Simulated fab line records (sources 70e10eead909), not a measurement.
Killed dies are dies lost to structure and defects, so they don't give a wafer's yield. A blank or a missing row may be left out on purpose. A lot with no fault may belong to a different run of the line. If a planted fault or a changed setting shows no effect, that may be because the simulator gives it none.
fab line records || flow nand_harc || part 2 of 2: steps 5 to 5 of 5
record: {"lots": 12, "wafers": 36, "last_day": 33}
route steps=1302 shown A_CHANNEL_HOLE_D1@477 A_CHANNEL_FILL_D1@494 END@1302
lots that met no fault: taken from a fault-free run of the same line
start_h: hours from the record's opening day to when the first of the lot's shown wafers began || wait_h: time in hours since the lot's previous step || " unchanged from the row above || L1.1+2: one row covering several wafers at once || - no value present, or no start provided || * or withheld: withheld || < > ~ a bound
route shown NAME@n: NAME is a module with steps in the file, n the number in the route of the first one || usual: mean and standard deviation over wafers with no fault || same: alike in all rows || chamber/n: place in a boat || sites: each site's reading || _std_site: how widely they spread, as a standard deviation || _edge_site: the outer-site mean with the inner-site mean subtracted || radius_mm: how far each site lies from the wafer's centre || mask NAME#n: copy n || behind: the tool/chamber that last shaped the wafer || hold: why the lot was held/for how many hours/how that ended || device: the transistor (n, p or np) that didn't switch || end of line: tests run on the same wafers once the route is complete || a step given without rows: its recipe and nothing more || killed: the dies lost at the first sort to structure and to defects; this is not the yield of the wafer || map: dies across one wafer; x = killed, . = not, _ = none there
set.NAME: the setting that was run; set.NAME@STEP: the one run at that earlier step || model.NAME: the simulator's own value behind a step, which no gauge read
route steps across a sampled set of lots; one table per step, one row per wafer
services: when a tool's chamber went out of use (start_h, in hours from the record's first day, below 0 if earlier), for how many hours, and the reason
== steps ==
step: NHARC_END_SORT_01
recipe: {"temp_c": 25}
usual: {"killed_at_array": "62/22", "killed_at_other": "1.0/1.4", "killed_at_periphery": "4.2/2.8", "killed_dies": "67/23", "killed_open": "3.1/1.7", "killed_short": "2.1/1.5"}
same: {"gross_dies": 677}
{"lot.wafer": "L463.1", "tool": "prober-01", "chamber": 0, "start_h": 580.08, "wait_h": 2.5, "killed_at_array": 47, "killed_at_other": 2, "killed_at_periphery": 6, "killed_dies": 55, "killed_open": 5, "killed_short": 3}
{"lot.wafer": "L463.2", "tool": "prober-01", "chamber": 0, "start_h": 580.88, "wait_h": 2.8, "killed_at_array": 45, "killed_at_other": 2, "killed_at_periphery": 2, "killed_dies": 49, "killed_open": 2, "killed_short": 2}
{"lot.wafer": "L463.3", "tool": "prober-01", "chamber": 0, "start_h": 581.68, "wait_h": 3.1, "killed_at_array": 53, "killed_at_other": 3, "killed_at_periphery": 4, "killed_dies": 60, "killed_open": 5, "killed_short": 1}
{"lot.wafer": "L460.2", "tool": "prober-02", "chamber": 0, "start_h": 580.89, "wait_h": 2.8, "killed_at_array": 47, "killed_at_other": 0, "killed_at_periphery": 8, "killed_dies": 55, "killed_open": 3, "killed_short": 2}
{"lot.wafer": "L460.5", "tool": "prober-02", "chamber": 0, "start_h": 583.27, "wait_h": 3.7, "killed_at_array": 45, "killed_at_other": 0, "killed_at_periphery": 5, "killed_dies": 50, "killed_open": 3, "killed_short": 2}
{"lot.wafer": "L460.6", "tool": "prober-02", "chamber": 0, "start_h": 584.06, "wait_h": 4.0, "killed_at_array": 56, "killed_at_other": 1, "killed_at_periphery": 2, "killed_dies": 59, "killed_open": 5, "killed_short": 1}
{"lot.wafer": "L461.3", "tool": "prober-02", "chamber": 0, "start_h": 589.44, "wait_h": 3.1, "killed_at_array": 74, "killed_at_other": 2, "killed_at_periphery": 5, "killed_dies": 81, "killed_open": 2, "killed_short": 0}
{"lot.wafer": "L461.4", "tool": "prober-02", "chamber": 0, "start_h": 590.24, "wait_h": 3.4, "killed_at_array": 84, "killed_at_other": 0, "killed_at_periphery": 5, "killed_dies": 89, "killed_open": 6, "killed_short": 6}
{"lot.wafer": "L461.6", "tool": "prober-02", "chamber": 0, "start_h": 591.83, "wait_h": 4.0, "killed_at_array": 72, "killed_at_other": 1, "killed_at_periphery": 3, "killed_dies": 76, "killed_open": 4, "killed_short": 3}
{"lot.wafer": "L464.1", "tool": "prober-02", "chamber": 0, "start_h": 595.61, "wait_h": 2.5, "killed_at_array": 37, "killed_at_other": 6, "killed_at_periphery": 2, "killed_dies": 45, "killed_open": 2, "killed_short": 2}
{"lot.wafer": "L464.2", "tool": "prober-02", "chamber": 0, "start_h": 596.41, "wait_h": 2.8, "killed_at_array": 37, "killed_at_other": 1, "killed_at_periphery": 2, "killed_dies": 40, "killed_open": 2, "killed_short": 3}
{"lot.wafer": "L464.3", "tool": "prober-02", "chamber": 0, "start_h": 597.22, "wait_h": 3.1, "killed_at_array": 29, "killed_at_other": 1, "killed_at_periphery": 7, "killed_dies": 37, "killed_open": 2, "killed_short": 2}
{"lot.wafer": "L467.1", "tool": "prober-02", "chamber": 0, "start_h": 620.66, "wait_h": 2.5, "killed_at_array": 94, "killed_at_other": 2, "killed_at_periphery": 7, "killed_dies": 103, "killed_open": 2, "killed_short": 6}
{"lot.wafer": "L467.4", "tool": "prober-02", "chamber": 0, "start_h": 623.07, "wait_h": 3.4, "killed_at_array": 95, "killed_at_other": 0, "killed_at_periphery": 8, "killed_dies": 103, "killed_open": 3, "killed_short": 4}
{"lot.wafer": "L467.5", "tool": "prober-02", "chamber": 0, "start_h": 623.87, "wait_h": 3.7, "killed_at_array": 84, "killed_at_other": 0, "killed_at_periphery": 4, "killed_dies": 88, "killed_open": 5, "killed_short": 1}
{"lot.wafer": "L468.1", "tool": "prober-02", "chamber": 0, "start_h": 653.89, "wait_h": 2.5, "killed_at_array": 80, "killed_at_other": 0, "killed_at_periphery": 4, "killed_dies": 84, "killed_open": 6, "killed_short": 5}
{"lot.wafer": "L468.2", "tool": "prober-02", "chamber": 0, "start_h": 654.69, "wait_h": 2.8, "killed_at_array": 80, "killed_at_other": 0, "killed_at_periphery": 2, "killed_dies": 82, "killed_open": 1, "killed_short": 3}
{"lot.wafer": "L468.6", "tool": "prober-02", "chamber": 0, "start_h": 657.88, "wait_h": 4.0, "killed_at_array": 81, "killed_at_other": 3, "killed_at_periphery": 2, "killed_dies": 86, "killed_open": 3, "killed_short": 1}
{"lot.wafer": "L469.2", "tool": "prober-01", "chamber": 0, "start_h": 654.69, "wait_h": 2.8, "killed_at_array": 35, "killed_at_other": 2, "killed_at_periphery": 1, "killed_dies": 38, "killed_open": 0, "killed_short": 0}
{"lot.wafer": "L469.5", "tool": "prober-01", "chamber": 0, "start_h": 657.10, "wait_h": 3.7, "killed_at_array": 38, "killed_at_other": 3, "killed_at_periphery": 3, "killed_dies": 44, "killed_open": 0, "killed_short": 1}
{"lot.wafer": "L469.6", "tool": "prober-01", "chamber": 0, "start_h": 657.91, "wait_h": 4.0, "killed_at_array": 42, "killed_at_other": 4, "killed_at_periphery": 1, "killed_dies": 47, "killed_open": 2, "killed_short": 1}
{"lot.wafer": "L470.2", "tool": "prober-02", "chamber": 0, "start_h": 662.44, "wait_h": 2.8, "killed_at_array": 77, "killed_at_other": 1, "killed_at_periphery": 4, "killed_dies": 82, "killed_open": 4, "killed_short": 5}
{"lot.wafer": "L470.4", "tool": "prober-02", "chamber": 0, "start_h": 664.05, "wait_h": 3.4, "killed_at_array": 72, "killed_at_other": 0, "killed_at_periphery": 6, "killed_dies": 78, "killed_open": 4, "killed_short": 5}
{"lot.wafer": "L470.6", "tool": "prober-02", "chamber": 0, "start_h": 665.66, "wait_h": 4.0, "killed_at_array": 58, "killed_at_other": 1, "killed_at_periphery": 4, "killed_dies": 63, "killed_open": 2, "killed_short": 1}
{"lot.wafer": "L471.3", "tool": "prober-01", "chamber": 0, "start_h": 663.35, "wait_h": 3.1, "killed_at_array": 54, "killed_at_other": 0, "killed_at_periphery": 0, "killed_dies": 54, "killed_open": 1, "killed_short": 5}
{"lot.wafer": "L471.5", "tool": "prober-01", "chamber": 0, "start_h": 664.96, "wait_h": 3.7, "killed_at_array": 55, "killed_at_other": 0, "killed_at_periphery": 0, "killed_dies": 55, "killed_open": 3, "killed_short": 5}
{"lot.wafer": "L471.6", "tool": "prober-01", "chamber": 0, "start_h": 665.77, "wait_h": 4.0, "killed_at_array": 55, "killed_at_other": 2, "killed_at_periphery": 0, "killed_dies": 57, "killed_open": 3, "killed_short": 3}
{"lot.wafer": "L480.2", "tool": "prober-02", "chamber": 0, "start_h": 749.44, "wait_h": 2.8, "killed_at_array": 63, "killed_at_other": 3, "killed_at_periphery": 4, "killed_dies": 70, "killed_open": 3, "killed_short": 2}
{"lot.wafer": "L480.4", "tool": "prober-02", "chamber": 0, "start_h": 751.02, "wait_h": 3.4, "killed_at_array": 75, "killed_at_other": 3, "killed_at_periphery": 6, "killed_dies": 84, "killed_open": 4, "killed_short": 1}
{"lot.wafer": "L480.5", "tool": "prober-02", "chamber": 0, "start_h": 751.82, "wait_h": 3.7, "killed_at_array": 67, "killed_at_other": 2, "killed_at_periphery": 4, "killed_dies": 73, "killed_open": 3, "killed_short": 3}
{"lot.wafer": "L479.3", "tool": "prober-02", "chamber": 0, "start_h": 775.51, "wait_h": 3.1, "killed_at_array": 68, "killed_at_other": 1, "killed_at_periphery": 3, "killed_dies": 72, "killed_open": 3, "killed_short": 2}
{"lot.wafer": "L479.5", "tool": "prober-02", "chamber": 0, "start_h": 777.08, "wait_h": 3.6, "killed_at_array": 58, "killed_at_other": 5, "killed_at_periphery": 7, "killed_dies": 70, "killed_open": 4, "killed_short": 4}
{"lot.wafer": "L479.6", "tool": "prober-02", "chamber": 0, "start_h": 777.87, "wait_h": 3.9, "killed_at_array": 66, "killed_at_other": 8, "killed_at_periphery": 3, "killed_dies": 77, "killed_open": 5, "killed_short": 5}
{"lot.wafer": "L482.2", "tool": "prober-01", "chamber": 0, "start_h": 787.66, "wait_h": 2.8, "killed_at_array": 24, "killed_at_other": 0, "killed_at_periphery": 2, "killed_dies": 26, "killed_open": 2, "killed_short": 1}
{"lot.wafer": "L482.3", "tool": "prober-01", "chamber": 0, "start_h": 788.45, "wait_h": 3.1, "killed_at_array": 27, "killed_at_other": 1, "killed_at_periphery": 1, "killed_dies": 29, "killed_open": 3, "killed_short": 3}
{"lot.wafer": "L482.5", "tool": "prober-01", "chamber": 0, "start_h": 790.04, "wait_h": 3.7, "killed_at_array": 32, "killed_at_other": 1, "killed_at_periphery": 4, "killed_dies": 37, "killed_open": 2, "killed_short": 6}
killed by level:class
L463.1 A_SLIT:chamber_film_flake=19 A_CHANNEL_HOLE_D2:chamber_film_flake=12 A_CONTACT:chamber_film_flake=5 P_M0:chamber_film_flake=4 A_CHANNEL_FILL_D2:geometric_particle:open=2 A_STAIRCASE:chamber_film_flake=2 THIN_TSV:chamber_film_flake=2 P_M0:geometric_particle:short=1
L463.2 A_SLIT:chamber_film_flake=23 A_CHANNEL_HOLE_D2:chamber_film_flake=8 A_CONTACT:chamber_film_flake=6 A_STAIRCASE:chamber_film_flake=3 A_CHANNEL_HOLE_D1:chamber_film_flake=2 P_STI:geometric_particle:short=1 A_ONON_D2:geometric_particle:open=1 A_CHANNEL_FILL_D2:geometric_particle:open=1
L460.2 A_CHANNEL_HOLE_D2:chamber_film_flake=31 A_CONTACT:chamber_film_flake=6 P_M1:chamber_film_flake=4 P_ZERO_WELL:chamber_film_flake=3 A_STAIRCASE:chamber_film_flake=2 A_SOURCE_PLATE:geometric_particle:short=1 A_BLC:geometric_particle:short=1 A_ONON_D1:geometric_particle:open=1
L463.3 A_SLIT:chamber_film_flake=21 A_CONTACT:chamber_film_flake=10 A_CHANNEL_HOLE_D2:chamber_film_flake=9 A_CHANNEL_HOLE_D1:chamber_film_flake=3 P_GATE:chamber_film_flake=2 P_M0:chamber_film_flake=2 A_CHANNEL_FILL_D1:chamber_film_flake=2 A_STAIRCASE:chamber_film_flake=2
L460.5 A_CHANNEL_HOLE_D2:chamber_film_flake=24 A_CONTACT:chamber_film_flake=10 P_GATE:chamber_film_flake=3 A_WL_FILL:geometric_particle:open=2 P_M1:chamber_film_flake=2 A_CHANNEL_HOLE_D1:chamber_film_flake=2 A_STAIRCASE:chamber_film_flake=2 A_SGD_CUT:geometric_particle:short=1
L460.6 A_CHANNEL_HOLE_D2:chamber_film_flake=24 A_CONTACT:chamber_film_flake=9 A_STAIRCASE:chamber_film_flake=8 A_DECK1_JOINT:chamber_film_flake=3 A_WL_FILL:chamber_film_flake=3 P_GATE:chamber_film_flake=2 A_CHANNEL_HOLE_D1:chamber_film_flake=2 A_ONON_D1:geometric_particle:open=1
L461.3 A_CHANNEL_HOLE_D1:chamber_film_flake=28 A_SLIT:chamber_film_flake=27 A_CHANNEL_HOLE_D2:chamber_film_flake=8 A_STAIRCASE:chamber_film_flake=5 A_CONTACT:chamber_film_flake=4 P_STI:chamber_film_flake=3 THIN_TSV:chamber_film_flake=2 P_M0:geometric_particle:open=1
L461.4 A_CHANNEL_HOLE_D1:chamber_film_flake=34 A_SLIT:chamber_film_flake=26 A_CHANNEL_HOLE_D2:chamber_film_flake=11 A_STAIRCASE:chamber_film_flake=2 A_CONTACT:chamber_film_flake=2 P_GATE:geometric_particle:short=1 P_M0:geometric_particle:short=1 P_M1:geometric_particle:open=1
L461.6 A_CHANNEL_HOLE_D1:chamber_film_flake=27 A_SLIT:chamber_film_flake=21 A_CHANNEL_HOLE_D2:chamber_film_flake=7 A_CONTACT:chamber_film_flake=5 A_STAIRCASE:chamber_film_flake=4 A_ONON_D1:geometric_particle:short=2 A_WL_FILL:chamber_film_flake=2 P_CONTACT:geometric_particle:open=1
L464.1 A_CHANNEL_HOLE_D2:chamber_film_flake=12 A_CHANNEL_HOLE_D1:chamber_film_flake=8 A_STAIRCASE:chamber_film_flake=6 THIN_TSV:chamber_film_flake=6 A_CONTACT:chamber_film_flake=3 A_WL_FILL:chamber_film_flake=2 A_SOURCE_PLATE:geometric_particle:open=1 A_ONON_D1:geometric_particle:short=1
L464.2 A_CHANNEL_HOLE_D2:chamber_film_flake=11 A_STAIRCASE:chamber_film_flake=11 A_CHANNEL_HOLE_D1:chamber_film_flake=5 A_CONTACT:chamber_film_flake=3 A_WL_FILL:geometric_particle:short=2 P_GATE:chamber_film_flake=2 A_DECK1_JOINT:geometric_particle:short=1 A_CHANNEL_FILL_D2:geometric_particle:open=1
L464.3 A_CHANNEL_HOLE_D2:chamber_film_flake=9 A_STAIRCASE:chamber_film_flake=7 A_CHANNEL_HOLE_D1:chamber_film_flake=6 P_GATE:chamber_film_flake=4 P_ZERO_WELL:chamber_film_flake=2 A_CONTACT:chamber_film_flake=2 P_M0:geometric_particle:open=1 A_ONON_D1:geometric_particle:short=1
L467.1 A_CHANNEL_HOLE_D1:chamber_film_flake=30 A_CHANNEL_HOLE_D2:chamber_film_flake=30 A_SLIT:chamber_film_flake=24 A_CONTACT:chamber_film_flake=3 P_GATE:chamber_film_flake=2 P_M0:chamber_film_flake=2 P_CONTACT:geometric_particle:open=1 P_M0:geometric_particle:short=1
L467.4 A_CHANNEL_HOLE_D1:chamber_film_flake=31 A_SLIT:chamber_film_flake=27 A_CHANNEL_HOLE_D2:chamber_film_flake=26 P_M0:chamber_film_flake=4 A_CONTACT:chamber_film_flake=3 A_CHANNEL_FILL_D2:geometric_particle:short=2 P_ZERO_WELL:chamber_film_flake=2 A_STAIRCASE:chamber_film_flake=2
L467.5 A_SLIT:chamber_film_flake=31 A_CHANNEL_HOLE_D1:chamber_film_flake=22 A_CHANNEL_HOLE_D2:chamber_film_flake=21 P_M0:chamber_film_flake=3 A_CONTACT:chamber_film_flake=3 A_CHANNEL_HOLE_D1:geometric_particle:open=1 A_DECK1_JOINT:geometric_particle:open=1 A_CHANNEL_FILL_D2:geometric_particle:open=1
L468.1 A_CHANNEL_HOLE_D1:chamber_film_flake=32 A_SLIT:chamber_film_flake=28 A_CHANNEL_HOLE_D2:chamber_film_flake=6 A_CONTACT:chamber_film_flake=3 A_WL_FILL:geometric_particle:open=2 P_GATE:geometric_particle:open=1 P_CONTACT:geometric_particle:open=1 P_M0:geometric_particle:short=1
L469.2 A_CHANNEL_HOLE_D2:chamber_film_flake=20 A_CHANNEL_HOLE_D1:chamber_film_flake=5 A_SGD_CUT:chamber_film_flake=4 A_SLIT:chamber_film_flake=2 A_WL_FILL:chamber_film_flake=2 THIN_TSV:chamber_film_flake=2 P_STI:chamber_film_flake=1 A_CHANNEL_FILL_D1:chamber_film_flake=1
L468.2 A_CHANNEL_HOLE_D1:chamber_film_flake=33 A_SLIT:chamber_film_flake=23 A_CHANNEL_HOLE_D2:chamber_film_flake=12 A_CONTACT:chamber_film_flake=3 P_ZERO_WELL:chamber_film_flake=2 A_WL_FILL:chamber_film_flake=2 A_CHANNEL_FILL_D1:geometric_particle:short=1 A_DECK1_JOINT:geometric_particle:short=1
L469.5 A_CHANNEL_HOLE_D2:chamber_film_flake=17 A_SGD_CUT:chamber_film_flake=11 A_CONTACT:chamber_film_flake=5 A_CHANNEL_HOLE_D1:chamber_film_flake=4 THIN_TSV:chamber_film_flake=3 P_M0:geometric_particle:short=1 P_ZERO_WELL:chamber_film_flake=1 P_STI:chamber_film_flake=1
L468.6 A_SLIT:chamber_film_flake=32 A_CHANNEL_HOLE_D1:chamber_film_flake=31 A_CHANNEL_HOLE_D2:chamber_film_flake=12 A_CONTACT:chamber_film_flake=3 THIN_TSV:chamber_film_flake=2 P_CONTACT:geometric_particle:open=1 A_DECK1_JOINT:geometric_particle:open=1 A_CHANNEL_HOLE_D2:geometric_particle:short=1
L469.6 A_CHANNEL_HOLE_D2:chamber_film_flake=23 A_CONTACT:chamber_film_flake=5 A_CHANNEL_HOLE_D1:chamber_film_flake=4 A_SGD_CUT:chamber_film_flake=4 THIN_TSV:chamber_film_flake=4 A_SLIT:chamber_film_flake=2 P_CONTACT:geometric_particle:open=1 A_DECK1_JOINT:geometric_particle:short=1
L470.2 A_CHANNEL_HOLE_D1:chamber_film_flake=35 A_CHANNEL_HOLE_D2:chamber_film_flake=21 A_CONTACT:chamber_film_flake=4 P_M2:chamber_film_flake=3 A_SLIT:chamber_film_flake=3 A_CHANNEL_FILL_D1:geometric_particle:short=2 A_M0:geometric_particle:open=2 A_DECK1_JOINT:chamber_film_flake=2
L471.3 A_SLIT:chamber_film_flake=30 A_CHANNEL_HOLE_D1:chamber_film_flake=8 A_CONTACT:chamber_film_flake=3 A_ONON_D2:geometric_particle:short=2 A_WL_FILL:geometric_particle:short=2 A_SGD_CUT:chamber_film_flake=2 A_CHANNEL_FILL_D1:geometric_particle:open=1 A_CHANNEL_FILL_D2:geometric_particle:short=1
L470.4 A_CHANNEL_HOLE_D1:chamber_film_flake=34 A_CHANNEL_HOLE_D2:chamber_film_flake=22 A_CONTACT:chamber_film_flake=4 A_DECK1_JOINT:chamber_film_flake=3 A_ONON_D1:geometric_particle:short=2 A_WL_FILL:geometric_particle:short=2 P_STI:chamber_film_flake=2 P_M2:chamber_film_flake=2
L471.5 A_SLIT:chamber_film_flake=31 A_CHANNEL_HOLE_D1:chamber_film_flake=8 A_DECK1_JOINT:geometric_particle:short=2 A_STAIRCASE:chamber_film_flake=2 A_CONTACT:chamber_film_flake=2 A_ONON_D1:geometric_particle:open=1 A_ONON_D1:geometric_particle:short=1 A_CHANNEL_FILL_D1:geometric_particle:short=1
L470.6 A_CHANNEL_HOLE_D1:chamber_film_flake=27 A_CHANNEL_HOLE_D2:chamber_film_flake=19 A_CONTACT:chamber_film_flake=7 P_M2:chamber_film_flake=3 A_DECK1_JOINT:chamber_film_flake=2 P_STI:geometric_particle:short=1 A_CHANNEL_FILL_D2:geometric_particle:open=1 A_WL_FILL:geometric_particle:open=1
L471.6 A_SLIT:chamber_film_flake=35 A_CHANNEL_HOLE_D1:chamber_film_flake=6 A_WL_FILL:geometric_particle:short=3 A_CONTACT:chamber_film_flake=3 THIN_TSV:chamber_film_flake=2 A_STAIRCASE:geometric_particle:open=1 A_WL_FILL:geometric_particle:open=1 A_M0:geometric_particle:open=1
L480.2 A_CHANNEL_HOLE_D2:chamber_film_flake=25 A_CONTACT:chamber_film_flake=10 A_CHANNEL_HOLE_D1:chamber_film_flake=8 A_BLC:chamber_film_flake=6 A_SLIT:chamber_film_flake=4 A_STAIRCASE:chamber_film_flake=3 THIN_TSV:chamber_film_flake=3 A_CHANNEL_FILL_D2:geometric_particle:short=2
L480.4 A_CHANNEL_HOLE_D2:chamber_film_flake=32 A_CHANNEL_HOLE_D1:chamber_film_flake=17 A_SLIT:chamber_film_flake=6 A_BLC:chamber_film_flake=6 P_GATE:chamber_film_flake=4 A_STAIRCASE:chamber_film_flake=3 A_CONTACT:chamber_film_flake=3 THIN_TSV:chamber_film_flake=3
L480.5 A_CHANNEL_HOLE_D2:chamber_film_flake=32 A_CHANNEL_HOLE_D1:chamber_film_flake=10 A_SLIT:chamber_film_flake=6 A_CONTACT:chamber_film_flake=4 A_BLC:chamber_film_flake=3 A_STAIRCASE:chamber_film_flake=3 A_WL_FILL:chamber_film_flake=3 P_GATE:chamber_film_flake=2
L479.3 A_CHANNEL_HOLE_D2:chamber_film_flake=29 A_CHANNEL_HOLE_D1:chamber_film_flake=18 A_SLIT:chamber_film_flake=5 A_STAIRCASE:chamber_film_flake=3 P_ZERO_WELL:chamber_film_flake=2 A_ZERO_WELL:chamber_film_flake=2 A_CHANNEL_FILL_D1:chamber_film_flake=2 A_CHANNEL_FILL_D2:chamber_film_flake=2
L479.5 A_CHANNEL_HOLE_D2:chamber_film_flake=27 A_CHANNEL_HOLE_D1:chamber_film_flake=12 A_SLIT:chamber_film_flake=6 THIN_TSV:chamber_film_flake=5 A_ONON_D2:geometric_particle:open=2 P_ZERO_WELL:chamber_film_flake=2 A_ZERO_WELL:chamber_film_flake=2 A_CHANNEL_FILL_D2:chamber_film_flake=2
L479.6 A_CHANNEL_HOLE_D2:chamber_film_flake=28 A_CHANNEL_HOLE_D1:chamber_film_flake=15 THIN_TSV:chamber_film_flake=8 A_ZERO_WELL:chamber_film_flake=3 A_STAIRCASE:chamber_film_flake=3 A_SLIT:chamber_film_flake=3 A_CONTACT:chamber_film_flake=3 A_SOURCE_PLATE:geometric_particle:open=1
L482.2 A_SLIT:chamber_film_flake=7 A_CONTACT:chamber_film_flake=7 A_SGD_CUT:chamber_film_flake=4 A_STAIRCASE:chamber_film_flake=2 P_STI:geometric_particle:open=1 A_CHANNEL_FILL_D2:geometric_particle:open=1 A_WL_FILL:geometric_particle:short=1 P_ZERO_WELL:chamber_film_flake=1
L482.3 A_CONTACT:chamber_film_flake=7 A_SLIT:chamber_film_flake=6 A_SGD_CUT:chamber_film_flake=5 A_CHANNEL_HOLE_D1:chamber_film_flake=2 P_M1:geometric_particle:open=1 A_CHANNEL_FILL_D1:geometric_particle:short=1 A_DECK1_JOINT:geometric_particle:short=1 A_CHANNEL_HOLE_D2:geometric_particle:short=1
L482.5 A_CONTACT:chamber_film_flake=9 A_SLIT:chamber_film_flake=8 A_SGD_CUT:chamber_film_flake=6 A_ONON_D2:geometric_particle:short=3 A_WL_FILL:geometric_particle:short=3 P_STI:chamber_film_flake=2 A_CHANNEL_FILL_D2:chamber_film_flake=2 P_M0:geometric_particle:open=1
== services ==
{"tool": "rie_diel-02", "chamber": "-", "start_h": 169.92, "hours": 1.4, "kind": "repair"}
{"tool": "ald_hk-02", "chamber": "-", "start_h": 171.85, "hours": 10.0, "kind": "pm"}
{"tool": "har_etch-01", "chamber": "-", "start_h": 184.79, "hours": 1.1, "kind": "repair"}
{"tool": "rie_diel-02", "chamber": "-", "start_h": 190.05, "hours": 2.5, "kind": "repair"}
{"tool": "rie_diel-03", "chamber": 0, "start_h": 213.28, "hours": 5.7, "kind": "repair"}
{"tool": "rie_diel-03", "chamber": 1, "start_h": 214.60, "hours": 5.0, "kind": "repair"}
{"tool": "rie_diel-02", "chamber": "-", "start_h": 216.76, "hours": 9.0, "kind": "pm"}
{"tool": "rie_diel-03", "chamber": "-", "start_h": 253.51, "hours": 0.7, "kind": "repair"}
{"tool": "rie_diel-02", "chamber": 2, "start_h": 260.50, "hours": 6.4, "kind": "repair"}
{"tool": "rie_diel-03", "chamber": "-", "start_h": 281.30, "hours": 9.0, "kind": "pm"}
{"tool": "rie_diel-13", "chamber": 2, "start_h": 289.96, "hours": 13.4, "kind": "repair"}
{"tool": "rie_diel-02", "chamber": 2, "start_h": 296.36, "hours": 5.6, "kind": "repair"}
{"tool": "rie_diel-03", "chamber": 3, "start_h": 296.53, "hours": 3.5, "kind": "repair"}
{"tool": "ald_hk-01", "chamber": "-", "start_h": 297.79, "hours": 10.0, "kind": "pm"}
{"tool": "rie_diel-03", "chamber": 2, "start_h": 304.64, "hours": 5.4, "kind": "repair"}
{"tool": "rie_diel-02", "chamber": 2, "start_h": 315.58, "hours": 5.4, "kind": "repair"}
{"tool": "ald_hk-02", "chamber": "-", "start_h": 326.68, "hours": 1.1, "kind": "repair"}
{"tool": "rie_diel-13", "chamber": "-", "start_h": 342.00, "hours": 9.0, "kind": "pm"}
{"tool": "rie_diel-02", "chamber": 3, "start_h": 345.73, "hours": 13.4, "kind": "repair"}
{"tool": "ald_hk-02", "chamber": "-", "start_h": 352.90, "hours": 10.0, "kind": "pm"}
{"tool": "rie_diel-13", "chamber": 1, "start_h": 355.73, "hours": 79.1, "kind": "repair"}
{"tool": "rie_diel-13", "chamber": 3, "start_h": 374.17, "hours": 16.2, "kind": "repair"}
{"tool": "har_etch-02", "chamber": "-", "start_h": 380.54, "hours": 17.0, "kind": "pm"}
{"tool": "rie_diel-02", "chamber": "-", "start_h": 393.76, "hours": 9.0, "kind": "pm"}
